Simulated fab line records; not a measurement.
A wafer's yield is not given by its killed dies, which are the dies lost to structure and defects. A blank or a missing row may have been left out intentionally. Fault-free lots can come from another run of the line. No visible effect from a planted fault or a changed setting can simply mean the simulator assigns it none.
Matching of chambers -- flow nandHarc -- 4 sister chambers for NHARC_P_STI_CMP_21 on cmp-03
The step polishes, t overpolish 20 s, target thk 380.67 nm. 4 wafers are shown with their chamber, then 7 later ones without.

WAFERS WITH THEIR CHAMBER
wafer,chamber,motorCurrentA (A)
L799.6,3,13.5
L804.5,0,12.2
L804.6,1,11.7
L806.5,2,14.0

WAFERS MISSING THEIR CHAMBER
wafer,motorCurrentA (A)
L806.6,12.3
L811.2,12.5
L811.5,12.6
L811.6,12.0
L812.1,13.1
L812.3,11.3
L812.6,11.9

WHICH CHAMBER EACH WENT THROUGH
wafer,from the rows above,in truth
L806.6,can't be placed: 0 or 1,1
L811.2,can't be placed: 0 or 1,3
L811.5,can't be placed: 0 or 1 or 3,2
L811.6,can't be placed: 0 or 1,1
L812.1,can't be placed: 3 or 0 or 2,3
L812.3,can't be placed: 1 or 0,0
L812.6,can't be placed: 1 or 0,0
0 of 7 placed correctly. Not placeable from these rows: 7 (in 5, the candidates include the true chamber). 0 placed wrongly.
How it was worked out, from the rows above alone: a wafer's distance from a chamber is the root of the sum, over the readings, of the square of ((its reading less the chamber's mean) divided by the reading's scatter). The wafer belongs to the nearest chamber; if the next one is less than 2 further off, it can't be placed. Each chamber's mean is taken over the wafers shown for it. The scatter (one wafer shown for each chamber): square how far every hidden wafer sits from the nearest shown wafer, average those squares and take the square root.
